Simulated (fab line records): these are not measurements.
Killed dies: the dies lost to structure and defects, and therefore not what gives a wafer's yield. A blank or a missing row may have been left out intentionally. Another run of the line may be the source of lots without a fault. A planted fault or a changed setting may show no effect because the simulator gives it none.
Matching of chambers ; flow n5Finfet ; N5_BEOL_M1_TRENCH_ETCH_37 on rieDiel-01 has 4 sister chambers
The step etches SiOC in C4F6/O2, target depth 55.207 nm, time 29 s. 4 wafers are shown with their chamber, then 7 later ones without.

## WAFERS, EACH WITH ITS CHAMBER
wafer;chamber;showerheadPlenumPTorr (Torr)
L620.6;3;2.81
L621.4;2;2.90
L622.2;0;2.86
L622.4;1;3.00

## WAFERS WITHOUT THEIR CHAMBER
wafer;showerheadPlenumPTorr (Torr)
L622.5;2.90
L630.1;2.84
L630.2;2.81
L630.3;2.89
L631.3;2.88
L631.4;2.80
L631.6;2.84

## THE CHAMBER EACH PASSED THROUGH
wafer;from the rows above;in truth
L622.5;2;2
L630.1;can't be placed: 0 or 3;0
L630.2;3;3
L630.3;can't be placed: 2 or 0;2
L631.3;can't be placed: 0 or 2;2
L631.4;3;3
L631.6;can't be placed: 0 or 3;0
Placed correctly: 3 of 7. Not placeable from these rows: 4 (in 4, the candidates include the true chamber). Number placed wrongly: 0.
How it was worked out, from the rows above alone: a wafer's distance from a chamber is the root of the sum, over the readings, of the square of ((its reading less the chamber's mean) divided by the reading's scatter). If the next closest chamber is less than 2 further off than the closest, the wafer can't be placed; otherwise it belongs to the closest. Each chamber's mean is taken over the wafers shown for it. The scatter (one wafer shown for each chamber): square how far every hidden wafer sits from the nearest shown wafer, average those squares and take the square root.
